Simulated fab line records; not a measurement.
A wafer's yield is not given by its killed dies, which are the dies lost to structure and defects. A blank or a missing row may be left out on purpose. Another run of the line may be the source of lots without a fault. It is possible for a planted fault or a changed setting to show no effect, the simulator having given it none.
Split-lot study / flow n5-finfet / route with 1938 steps; 7 lots, 21 wafers read

ON THE SPLIT
At N5_SD_EPI_P_COAT_34 (time 60 s, resist thk 350 nm), the setting spin-rpm was moved away from the recipe's 1500 rpm on 5 of the 21 wafers read, by -6.9% to +9.0%. All remaining wafers had this setting at the recipe value.

The split's own step is where the reading is taken.

THE READING
SOC_of_SD_EPI_P_COAT_34.thk-nm (the simulator's own value, which no gauge read), in nm, at N5_SD_EPI_P_COAT_34 (time 60 s, resist thk 350 nm). No usual value for it is given in the file. Average 350.9 nm, standard deviation 0.98 nm, over the 16 wafers here run with the recipe.

wafer=L076.3; tool, chamber at the split=litho-track-02, 0; spin-rpm as run, rpm=1450; against the recipe=-3.3%; SOC_of_SD_EPI_P_COAT_34.thk-nm, nm=355.4; against lot-mates on the recipe=+6.2
wafer=L076.4; tool, chamber at the split=litho-track-02, 0; spin-rpm as run, rpm=1450; against the recipe=-3.3%; SOC_of_SD_EPI_P_COAT_34.thk-nm, nm=356; against lot-mates on the recipe=+6.8
wafer=L076.5; tool, chamber at the split=litho-track-02, 0; spin-rpm as run, rpm=1500; against the recipe=recipe; SOC_of_SD_EPI_P_COAT_34.thk-nm, nm=349.2; against lot-mates on the recipe=-
wafer=L079.1; tool, chamber at the split=litho-track-03, 0; spin-rpm as run, rpm=1500; against the recipe=recipe; SOC_of_SD_EPI_P_COAT_34.thk-nm, nm=350; against lot-mates on the recipe=-
wafer=L079.5; tool, chamber at the split=litho-track-03, 0; spin-rpm as run, rpm=1500; against the recipe=recipe; SOC_of_SD_EPI_P_COAT_34.thk-nm, nm=350.6; against lot-mates on the recipe=-
wafer=L079.6; tool, chamber at the split=litho-track-03, 0; spin-rpm as run, rpm=1500; against the recipe=recipe; SOC_of_SD_EPI_P_COAT_34.thk-nm, nm=350.4; against lot-mates on the recipe=-
wafer=L085.1; tool, chamber at the split=litho-track-02, 0; spin-rpm as run, rpm=1500; against the recipe=recipe; SOC_of_SD_EPI_P_COAT_34.thk-nm, nm=351; against lot-mates on the recipe=-
wafer=L085.5; tool, chamber at the split=litho-track-02, 0; spin-rpm as run, rpm=1500; against the recipe=recipe; SOC_of_SD_EPI_P_COAT_34.thk-nm, nm=351; against lot-mates on the recipe=-
wafer=L085.3; tool, chamber at the split=litho-track-02, 0; spin-rpm as run, rpm=1592; against the recipe=+6.1%; SOC_of_SD_EPI_P_COAT_34.thk-nm, nm=340.6; against lot-mates on the recipe=-10.4
wafer=L086.1; tool, chamber at the split=litho-track-02, 0; spin-rpm as run, rpm=1500; against the recipe=recipe; SOC_of_SD_EPI_P_COAT_34.thk-nm, nm=351.2; against lot-mates on the recipe=-
wafer=L086.2; tool, chamber at the split=litho-track-02, 0; spin-rpm as run, rpm=1500; against the recipe=recipe; SOC_of_SD_EPI_P_COAT_34.thk-nm, nm=351.4; against lot-mates on the recipe=-
wafer=L086.3; tool, chamber at the split=litho-track-02, 0; spin-rpm as run, rpm=1500; against the recipe=recipe; SOC_of_SD_EPI_P_COAT_34.thk-nm, nm=350.6; against lot-mates on the recipe=-
wafer=L087.3; tool, chamber at the split=litho-track-03, 0; spin-rpm as run, rpm=1500; against the recipe=recipe; SOC_of_SD_EPI_P_COAT_34.thk-nm, nm=352.6; against lot-mates on the recipe=-
wafer=L087.4; tool, chamber at the split=litho-track-03, 0; spin-rpm as run, rpm=1500; against the recipe=recipe; SOC_of_SD_EPI_P_COAT_34.thk-nm, nm=352.4; against lot-mates on the recipe=-
wafer=L087.5; tool, chamber at the split=litho-track-03, 0; spin-rpm as run, rpm=1500; against the recipe=recipe; SOC_of_SD_EPI_P_COAT_34.thk-nm, nm=352.8; against lot-mates on the recipe=-
wafer=L088.3; tool, chamber at the split=litho-track-02, 0; spin-rpm as run, rpm=1635; against the recipe=+9.0%; SOC_of_SD_EPI_P_COAT_34.thk-nm, nm=336; against lot-mates on the recipe=-14.8
wafer=L088.4; tool, chamber at the split=litho-track-02, 0; spin-rpm as run, rpm=1500; against the recipe=recipe; SOC_of_SD_EPI_P_COAT_34.thk-nm, nm=350.8; against lot-mates on the recipe=-
wafer=L088.5; tool, chamber at the split=litho-track-02, 0; spin-rpm as run, rpm=1500; against the recipe=recipe; SOC_of_SD_EPI_P_COAT_34.thk-nm, nm=350.8; against lot-mates on the recipe=-
wafer=L089.1; tool, chamber at the split=litho-track-03, 0; spin-rpm as run, rpm=1397; against the recipe=-6.9%; SOC_of_SD_EPI_P_COAT_34.thk-nm, nm=362.4; against lot-mates on the recipe=+12.2
wafer=L089.4; tool, chamber at the split=litho-track-03, 0; spin-rpm as run, rpm=1500; against the recipe=recipe; SOC_of_SD_EPI_P_COAT_34.thk-nm, nm=351; against lot-mates on the recipe=-
wafer=L089.5; tool, chamber at the split=litho-track-03, 0; spin-rpm as run, rpm=1500; against the recipe=recipe; SOC_of_SD_EPI_P_COAT_34.thk-nm, nm=349.4; against lot-mates on the recipe=-

THE FIT
A straight line over all 21 wafers: SOC_of_SD_EPI_P_COAT_34.thk-nm changes by -1.64 nm for each +1% of spin-rpm; r = -0.98; the points scatter about the line by 0.94 nm.
The same after taking each lot's own level away (the mean of its wafers on the recipe; 21 wafers): -1.73 nm for each +1%; r = -1.00; scatter 0.43 nm.
Per that fit: largest spin-rpm move, reading shift of 16 nm.
From 349.20 to 352.60 nm: that is the span of the lots' own levels, equal to 3.5 times the standard deviation above.
The two slopes agree, so the slope changes little with the lot-to-lot level.
Check: with one of the wafers moved furthest among these (+9.0%) left out of the fit, the line predicts -15.9 nm for it against its lot-mates. Against them it came out at -14.8 nm.

FURTHER SPLITS ON THESE WAFERS
Note: prior to the reading, these wafers also went through further splits. Each is held against what the fit with the lots' levels taken away leaves over:
other split on the same wafers=N5_WELL_APT_EXPOSE_22 dose-mj; wafers away from the commonest value=5; r with SOC_of_SD_EPI_P_COAT_34.thk-nm (lot level and that fit taken away)=-0.12
other split on the same wafers=N5_WELL_APT_PEB_23 peb-temp-c; wafers away from the commonest value=6; r with SOC_of_SD_EPI_P_COAT_34.thk-nm (lot level and that fit taken away)=-0.38
other split on the same wafers=N5_FIN_SAQP_SPACER1_ALD_24 temp-c; wafers away from the commonest value=7; r with SOC_of_SD_EPI_P_COAT_34.thk-nm (lot level and that fit taken away)=+0.19
other split on the same wafers=N5_FIN_SAQP_ETCH_65 time-s; wafers away from the commonest value=8; r with SOC_of_SD_EPI_P_COAT_34.thk-nm (lot level and that fit taken away)=-0.18
other split on the same wafers=N5_FIN_CUT_COAT_19 spin-rpm; wafers away from the commonest value=7; r with SOC_of_SD_EPI_P_COAT_34.thk-nm (lot level and that fit taken away)=-0.32
other split on the same wafers=N5_DUMMY_GATE_COAT_28 spin-rpm; wafers away from the commonest value=8; r with SOC_of_SD_EPI_P_COAT_34.thk-nm (lot level and that fit taken away)=+0.06
other split on the same wafers=N5_SD_EPI_N_EPI_21 epi-growth-time-s; wafers away from the commonest value=6; r with SOC_of_SD_EPI_P_COAT_34.thk-nm (lot level and that fit taken away)=-0.34

THE FILE'S OWN FIT
SOC_of_SD_EPI_P_COAT_34.thk-nm changes by -1.71 nm for each +1% of spin-rpm, r = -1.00.
